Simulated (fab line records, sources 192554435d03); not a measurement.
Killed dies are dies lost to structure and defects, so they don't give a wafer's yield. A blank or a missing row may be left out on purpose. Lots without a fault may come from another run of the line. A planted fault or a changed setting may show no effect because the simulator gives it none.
fab line records | flow n5_finfet | part 1 of 2: steps 1 to 4 of 6
record lots=20 wafers=60 last_day=17
route steps=1938 shown SDB@347 HKMG_FIN@389 GATE_CUT@492
lots that met no fault: from a run of the same line without faults
start_h: hours from the record's first day to the start of the lot's first wafer shown | wait_h: hours since the lot's step before | " the same as in the row above | L1.1+2: a row that stands for several wafers | - no value, or no start given | * or withheld: withheld | < > ~ a bound
route shown NAME@n: a module of which the file shows steps, and the number in the route of the first | usual: mean/standard deviation of fault-free wafers | same: alike in all rows | chamber/n: place in a boat | sites: the reading at each site | _std_site: their standard deviation | _edge_site: outer sites' mean less inner sites' | radius_mm: how far each site lies from the wafer's centre | mask NAME#n: copy n | behind: the tool/chamber that last shaped the wafer | hold: why the lot was held/for how many hours/how that ended | device: the transistor (n, p or np) that didn't switch | end of line: the same wafers' tests at the end of the route | a step without rows: its recipe alone | killed: dies lost to structure and defects at the first sort, not the wafer's yield | map: a wafer's dies, x killed, . not, _ none there
set.NAME: the setting as run; set.NAME@STEP: as run at that earlier step | model.NAME: the simulator's own value behind a step, which no gauge read
steps of the route over a sample of lots; a table a step, a row a wafer
services: from which hour (start_h, from the record's first day; less than 0 if before it) a tool's chamber was out of use, for how many hours, and why
## steps
# step N5_SDB_HM_DEP_00
# recipe material=SiNx target_thk_a=400 temp_c=400 precursor=SiH4/NH3/N2 pressure_torr=1.5 rf_w=300 time_s=35.3
# usual heater_power_outer_w=481/74 heater_power_w=789/100 showerhead_plenum_p_Torr=5.17/0.072 showerhead_vpp_V=1104/49 throttle_valve_pct=39.3/2.4
# columns lot.wafer tool chamber start_h wait_h heater_power_outer_w heater_power_w showerhead_plenum_p_Torr showerhead_vpp_V throttle_valve_pct
L075.1 pecvd-03 2 72.28 0.0 557 869 5.20 1106 37.7
L075.4 " 2 " " 567 858 5.20 1119 37.5
L075.5 " 0 " " 422 688 5.25 1056 38.0
L076.3 pecvd-03 1 78.79 0.0 446 800 5.21 1126 39.2
L076.5 " 0 " " 477 748 5.24 1076 37.8
L076.6 " 1 " " 438 817 5.21 1132 39.2
L077.2 pecvd-03 2 82.93 0.0 527 842 5.18 1137 37.7
L077.3 " 1 " " 403 733 5.23 1133 38.7
L077.4 " 2 " " 529 878 5.19 1103 37.6
L078.1 pecvd-04 2 89.88 0.0 374 637 5.17 1004 41.3
L078.4 " 1 " " 520 798 5.15 1214 35.7
L078.5 " 2 " " 379 633 5.17 1009 41.3
L079.1 pecvd-02 1 97.12 0.0 437 729 5.11 1067 42.6
L079.4 " 2 " " 360 573 5.19 1042 36.3
L079.6 " 0 " " 645 1029 4.99 1090 43.2
L080.3 pecvd-02 0 102.24 0.1 544 912 4.99 1109 43.3
L080.4 " 1 " " 451 734 5.10 1065 42.4
L080.5 " 1 " " 461 751 5.11 1044 42.8
L081.3 pecvd-04 0 108.36 0.0 473 774 5.24 1124 38.5
L081.5 " 0 " " 467 807 5.25 1112 38.8
L081.6 " 2 " " 444 717 5.19 1023 41.0
L083.1 pecvd-03 0 119.74 0.0 500 822 5.25 1098 37.7
L083.4 " 2 " " 592 898 5.19 1128 37.9
L083.5 " 0 " " 490 818 5.23 1079 37.8
L084.1 pecvd-04 2 125.86 0.0 449 739 5.20 1032 41.1
L084.2 " 0 " " 440 767 5.23 1110 38.8
L084.6 " 0 " " 445 761 5.22 1124 38.7
L085.3 pecvd-04 2 131.05 0.0 391 653 5.17 1006 41.1
L085.5 " 0 " " 477 826 5.22 1095 38.9
L085.6 " 1 " " 475 767 5.16 1185 35.9
L086.1 pecvd-04 0 141.77 0.0 444 785 5.24 1111 38.7
L086.5 " 2 " " 410 667 5.17 1023 41.2
L086.6 " 1 " " 557 883 5.17 1178 36.1
L087.1 pecvd-02 1 144.28 0.0 477 789 5.11 1086 42.9
L087.2 " 2 " " 432 658 5.19 1064 36.5
L087.3 " 0 " " 637 1028 5.01 1113 43.4
L088.2 pecvd-03 2 153.23 0.0 564 864 5.18 1115 37.8
L088.5 " 2 " " 542 854 5.19 1107 37.5
L088.6 " 0 " " 492 802 5.26 1064 37.9
L089.1 pecvd-02 0 155.28 0.0 604 960 5.00 1115 43.8
L089.4 " 0 " " 597 936 5.00 1105 43.7
L089.6 " 1 " " 423 698 5.11 1070 42.5
L090.2 pecvd-02 1 160.29 0.0 456 752 5.11 1064 42.4
L090.3 " 2 " " 404 629 5.19 1059 36.6
L090.6 " 0 " " 649 1002 5.00 1107 43.7
L091.1 pecvd-04 2 167.66 0.0 402 640 5.19 1020 40.8
L091.2 " 0 " " 467 797 5.26 1100 39.1
L091.3 " 1 " " 559 887 5.16 1218 36.2
L094.1 pecvd-03 1 188.44 0.0 385 713 5.21 1133 39.3
L094.3 " 2 " " 535 827 5.18 1122 37.7
L094.4 " 0 " " 476 769 5.24 1070 37.7
L095.2 pecvd-03 1 190.99 0.0 420 765 5.22 1154 39.2
L095.4 " 0 " " 494 822 5.23 1066 38.1
L095.5 " 2 " " 542 873 5.20 1136 38.1
L096.1 pecvd-02 1 202.47 0.0 423 693 5.12 1076 42.5
L096.3 " 2 " " 424 663 5.20 1061 36.4
L096.6 " 1 " " 413 712 5.11 1097 42.3
L097.3 pecvd-04 1 202.86 0.1 566 861 5.16 1189 36.3
L097.4 " 0 " " 424 737 5.22 1107 38.8
L097.6 " 1 " " 551 878 5.16 1193 36.2
# step N5_HKMG_FIN_ALD_75
# recipe material=Al2O3 target_thk_a=10 temp_c=150 ald_precursor_family=TMA ald_co_reactant=H2O pulse_time_s=withheld co_reactant_pulse_time_s=1
# usual heater_power_outer_w=76/9.7 heater_power_w=145/15 precursor_pulse_height_rel=0.999/0.018
# columns lot.wafer tool chamber start_h wait_h heater_power_outer_w heater_power_w precursor_pulse_height_rel
L075.1 ald_hk-03 3 78.60 0.0 84 148 0.991
L075.4 " 1 " " 89 170 1.018
L075.5 " 1 " " 91 176 0.995
L076.3 ald_hk-02 3 84.81 0.0 71 146 1.014
L076.5 " 1 " " 72 134 1.016
L076.6 " 2 " " 67 133 1.006
L077.2 ald_hk-01 3 88.93 0.0 67 134 1.012
L077.3 " 1 " " 73 150 0.991
L077.4 " 0 " " 82 179 1.009
L078.1 ald_hk-01 1 95.99 0.0 75 143 0.956
L078.4 " 2 " " 56 117 1.001
L078.5 " 0 " " 86 171 0.990
L079.1 ald_hk-01 2 102.61 0.0 56 118 1.021
L079.4 " 1 " " 74 144 1.027
L079.6 " 0 " " 83 173 1.014
L080.3 ald_hk-02 1 107.70 0.0 74 131 0.997
L080.4 " 2 " " 68 131 0.990
L080.5 " 3 " " 71 142 0.990
L081.3 ald_hk-02 3 115.17 0.0 72 143 0.981
L081.5 " 3 " " 70 146 0.982
L081.6 " 0 " " 86 150 1.006
L083.1 ald_hk-03 1 125.88 0.0 92 173 1.008
L083.4 " 3 " " 85 146 1.019
L083.5 " 3 " " 86 154 0.955
L084.1 ald_hk-03 1 132.41 0.0 89 169 1.022
L084.2 " 3 " " 86 146 1.003
L084.6 " 3 " " 81 149 0.965
L085.3 ald_hk-02 1 136.81 0.0 74 132 0.978
L085.5 " 2 " " 67 128 1.035
L085.6 " 1 " " 74 135 0.982
L086.1 ald_hk-02 3 148.34 0.0 71 146 0.977
L086.5 " 0 " " 87 151 0.982
L086.6 " 3 " " 71 144 0.985
L087.1 ald_hk-02 1 150.41 0.0 74 135 0.996
L087.2 " 0 " " 87 152 1.003
L087.3 " 3 " " 70 145 0.996
L088.2 ald_hk-02 0 158.72 0.0 89 154 1.006
L088.5 " 0 " " 88 151 0.963
L088.6 " 1 " " 71 132 0.990
L089.1 ald_hk-02 1 160.95 0.0 72 131 0.999
L089.4 " 0 " " 88 155 0.997
L089.6 " 3 " " 71 144 1.007
L090.2 ald_hk-02 2 166.09 0.0 67 131 0.998
L090.3 " 0 " " 87 153 0.972
L090.6 " 1 " " 70 137 1.004
L091.1 ald_hk-03 1 173.30 0.0 91 169 1.004
L091.2 " 2 " " 81 149 0.988
L091.3 " 0 " " 89 169 1.006
L094.1 ald_hk-02 3 193.77 0.0 71 144 0.973
L094.3 " 1 " " 73 133 1.002
L094.4 " 0 " " 87 156 1.013
L095.2 ald_hk-02 2 196.62 0.0 64 128 0.970
L095.4 " 3 " " 70 142 1.022
L095.5 " 0 " " 87 154 0.991
L096.1 ald_hk-03 3 208.67 0.0 86 147 1.013
L096.3 " 1 " " 89 169 1.017
L096.6 " 2 " " 78 147 1.008
L097.3 ald_hk-01 0 208.85 0.0 86 173 0.989
L097.4 " 3 " " 69 134 0.964
L097.6 " 1 " " 74 145 1.029
# step N5_HKMG_FIN_ETCH_54
# recipe chemistry=CF4 target=SiARC target_depth_a=455 mask_material=CAR-ArF time_s=75.8 ion_energy_ev=80 pressure_mtorr=40 source_w=545 bias_w=36 Ar_flow_sccm=100 cf4_flow_sccm=100 ends=cleared
# usual bias_w=36.00/0.11 drypump_motor_current_A=5.9/0.42 etch_rf_on_time_s=75.8/0.94 mfc_ar_sccm=100.0/0.31 oes_product_au=0.67/0.074 rf_vpp_V=184.1/1.3 showerhead_plenum_p_Torr=2.15/0.079 throttle_valve_pct=15.51/0.19
# columns lot.wafer tool chamber start_h wait_h bias_w drypump_motor_current_A etch_rf_on_time_s mfc_ar_sccm oes_product_au rf_hours_counter_h rf_vpp_V showerhead_plenum_p_Torr throttle_valve_pct
L075.1 rie_diel-04 0 79.19 0.0 36.09 5.4 76.2 99.8 0.80 12 183.8 2.19 15.42
L075.4 " 1 " " 36.11 6.0 74.9 99.7 0.78 24 185.1 2.19 15.14
L075.5 " 2 " " 35.83 5.9 75.3 99.8 0.73 - 184.7 2.17 15.66
L076.3 rie_diel-06 1 85.36 0.0 35.91 6.5 75.5 100.3 0.78 32 184.2 2.27 15.45
L076.5 " 1 " " 36.04 6.5 75.4 100.3 0.78 - 186.6 2.27 15.45
L076.6 " 2 " " 35.92 5.6 75.0 99.9 0.68 - 182.3 2.07 15.55
L077.2 rie_diel-05 3 89.64 0.0 35.80 5.9 77.1 99.7 0.58 206 183.5 2.12 15.74
L077.3 " 0 " " 35.91 5.1 76.1 100.0 0.60 242 185.1 2.03 15.98
L077.4 " 2 " " 36.09 5.8 76.6 100.3 0.60 245 185.3 2.19 15.46
L078.1 rie_diel-04 2 96.58 0.0 35.92 5.9 73.7 99.7 0.73 60 183.8 2.17 15.67
L078.4 " 1 " " 35.93 6.0 74.2 99.7 0.77 30 184.7 2.19 15.16
L078.5 " 0 " " 36.02 5.4 75.7 100.3 0.79 - 186.0 2.19 15.45
L079.1 rie_diel-06 2 103.20 0.0 35.94 5.7 75.2 100.2 0.68 127 183.8 2.07 15.60
L079.4 " 3 " " 35.96 6.6 75.4 99.8 0.61 - 182.5 2.04 15.31
L079.6 " 1 " " 36.19 6.4 75.7 100.2 0.77 - 186.3 2.27 15.46
L080.3 rie_diel-04 0 108.28 0.0 36.11 5.4 75.8 100.0 0.77 24 183.8 2.19 15.45
L080.4 " 2 " " 35.82 5.9 75.1 100.5 0.72 - 183.5 2.17 15.66
L080.5 " 0 " " 35.89 5.4 76.5 100.3 0.77 - 183.9 2.19 15.45
L081.3 rie_diel-05 1 115.94 0.0 36.12 5.6 76.2 99.9 0.65 111 184.3 2.24 15.37
L081.5 " 1 " " 36.05 5.6 75.7 99.9 0.65 - 184.9 2.24 15.40
L081.6 " 3 " " 35.94 5.9 77.8 99.8 0.57 - 183.5 2.12 15.74
L083.1 rie_diel-06 1 126.34 0.0 35.88 6.4 75.9 99.8 0.75 51 186.0 2.26 15.47
L083.4 " 0 " " 35.92 5.9 75.9 99.8 0.63 135 183.9 2.14 15.42
L083.5 " 1 " " 35.88 6.4 75.6 99.4 0.75 - 184.9 2.26 15.47
L084.1 rie_diel-05 1 132.89 0.0 35.99 5.7 76.3 99.6 0.65 120 184.9 2.24 15.40
L084.2 " 3 " " 36.04 5.9 78.4 99.8 0.57 225 184.5 2.12 15.77
L084.6 " 3 " " 35.95 5.9 77.9 99.4 0.57 - 184.2 2.12 15.77
L085.3 rie_diel-05 1 137.40 0.0 35.97 5.6 75.2 100.0 0.65 123 185.6 2.24 15.41
L085.5 " 0 " " 36.11 5.0 75.3 100.1 0.83 - 187.4 2.28 15.48
L085.6 " 3 " " 35.95 5.9 77.5 100.3 0.57 - 182.5 2.12 15.79
L086.1 rie_diel-05 1 148.80 0.0 35.99 5.7 75.6 100.0 0.65 126 183.0 2.24 15.42
L086.5 " 3 " " 36.18 5.9 76.8 99.9 0.56 - 182.9 2.11 15.78
L086.6 " 2 " " 35.84 5.8 75.0 99.8 0.80 - 184.9 2.19 15.01
L087.1 rie_diel-04 1 150.97 0.0 36.14 6.0 74.9 99.9 0.74 49 184.0 2.18 15.19
L087.2 " 2 " " 35.91 5.9 74.8 99.7 0.70 83 185.1 2.16 15.72
L087.3 " 0 " " 35.79 5.4 75.5 100.2 0.75 42 184.2 2.18 15.48
L088.2 rie_diel-06 1 159.30 0.0 36.31 6.4 75.1 100.4 0.74 62 185.6 2.26 15.51
L088.5 " 2 " " 36.03 5.6 73.9 99.8 0.66 - 182.4 2.06 15.64
L088.6 " 3 " " 36.14 6.6 75.2 99.9 0.59 - 182.0 2.03 15.37
L089.1 rie_diel-04 0 161.54 0.0 36.02 5.4 75.6 99.2 0.74 46 184.0 2.18 15.49
L089.4 " 2 " " 35.93 5.9 74.0 100.0 0.71 87 182.6 2.16 15.72
L089.6 " 0 " " 36.01 5.4 76.3 99.4 0.75 - 184.9 2.18 15.48
L090.2 rie_diel-06 3 166.68 0.0 35.91 6.6 76.0 100.4 0.59 229 182.5 2.03 15.36
L090.3 " 1 " " 35.91 6.5 76.6 100.2 0.73 64 184.9 2.26 15.50
L090.6 " 3 " " 35.96 6.6 75.1 100.0 0.59 - 183.9 2.03 15.36
L091.1 rie_diel-06 2 173.89 0.0 35.98 5.6 75.5 100.4 0.66 154 182.4 2.06 15.64
L091.2 " 3 " " 35.82 6.6 76.1 100.2 0.59 232 182.4 2.03 15.37
L091.3 " 1 " " 35.81 6.4 75.9 99.6 0.74 66 185.2 2.26 15.49
L094.1 rie_diel-06 2 194.36 0.0 35.94 5.6 75.8 99.8 0.65 161 183.4 2.05 15.64
L094.3 " 0 " " 35.89 5.9 76.1 100.3 0.62 160 184.9 2.14 15.48
L094.4 " 3 " " 35.92 6.6 75.4 100.1 0.58 240 183.3 2.02 15.40
L095.2 rie_diel-06 3 197.21 0.0 35.83 6.6 76.1 100.7 0.58 240 183.0 2.02 15.41
L095.4 " 2 " " 36.03 5.6 76.1 100.4 0.65 162 183.4 2.05 15.67
L095.5 " 1 " " 36.04 6.5 75.6 100.2 0.73 - 187.3 2.26 15.50
L096.1 rie_diel-04 1 209.24 0.0 35.98 6.0 76.2 100.4 0.71 69 184.0 2.17 15.24
L096.3 " 0 " " 36.02 5.4 77.2 100.1 0.72 58 184.2 2.18 15.51
L096.6 " 0 " " 36.11 5.4 76.9 99.9 0.72 - 184.4 2.18 15.53
L097.3 rie_diel-06 1 209.34 0.0 36.10 6.4 76.4 100.2 0.72 75 185.4 2.26 15.52
L097.4 " 0 " " 35.91 5.9 76.7 100.3 0.62 164 185.4 2.13 15.48
L097.6 " 2 " " 36.09 5.6 76.0 100.4 0.65 - 183.4 2.05 15.67
# step N5_HKMG_FIN_CD_MEAS_12
# recipe target_cd_nm=92.8 landing_energy_ev=500 detector=se_inlens
# usual cd_nm=92.6/0.5
# columns lot.wafer tool chamber start_h wait_h cd_nm
L075.1 cd_sem-03 0 82.50 - 93.0
L075.4 " 0 " " 92.7
L075.5 " 0 " " 93.1
L076.3 cd_sem-01 0 88.61 - 93.3
L076.5 " 0 " " 93.0
L076.6 " 0 " " 93.2
L077.2 cd_sem-02 0 92.81 - 93.9
L077.3 " 0 " " 93.2
L077.4 " 0 " " 93.0
L078.1 cd_sem-01 0 99.84 - 93.4
L078.4 " 0 " " 92.6
L078.5 " 0 " " 93.3
L079.1 cd_sem-01 0 106.33 - 92.8
L079.4 " 0 " " 93.6
L079.6 " 0 " " 93.2
L080.3 cd_sem-03 0 111.80 - 92.6
L080.4 " 0 " " 92.0
L080.5 " 0 " " 91.7
L081.3 cd_sem-02 0 119.32 - 93.0
L081.5 " 0 " " 93.0
L081.6 " 0 " " 92.1
L083.1 cd_sem-03 0 129.73 - 92.5
L083.4 " 0 " " 92.1
L083.5 " 0 " " 92.4
L084.1 cd_sem-02 0 136.45 - 92.4
L084.2 " 0 " " 92.5
L084.6 " 0 " " 92.4
L085.3 cd_sem-01 0 140.85 - 92.6
L085.5 " 0 " " 91.7
L085.6 " 0 " " 92.0
L086.1 cd_sem-02 0 152.15 - 92.0
L086.5 " 0 " " 91.9
L086.6 " 0 " " 92.0
L087.1 cd_sem-01 0 154.14 - 92.5
L087.2 " 0 " " 92.6
L087.3 " 0 " " 93.2
L088.2 cd_sem-01 0 162.58 - 92.7
L088.5 " 0 " " 92.8
L088.6 " 0 " " 93.2
L089.1 cd_sem-03 0 164.79 - 92.7
L089.4 " 0 " " 92.6
L089.6 " 0 " " 93.1
L090.2 cd_sem-01 0 170.04 - 92.6
L090.3 " 0 " " 92.6
L090.6 " 0 " " 92.6
L091.1 cd_sem-03 0 177.16 - 93.1
L091.2 " 0 " " 92.8
L091.3 " 0 " " 93.1
L094.1 cd_sem-01 0 197.63 - 92.3
L094.3 " 0 " " 92.2
L094.4 " 0 " " 92.5
L095.2 cd_sem-02 0 200.56 - 92.7
L095.4 " 0 " " 92.7
L095.5 " 0 " " 93.4
L096.1 cd_sem-02 0 212.44 - 92.3
L096.3 " 0 " " 92.4
L096.6 " 0 " " 92.2
L097.3 cd_sem-03 0 212.69 - 92.9
L097.4 " 0 " " 92.1
L097.6 " 0 " " 92.0
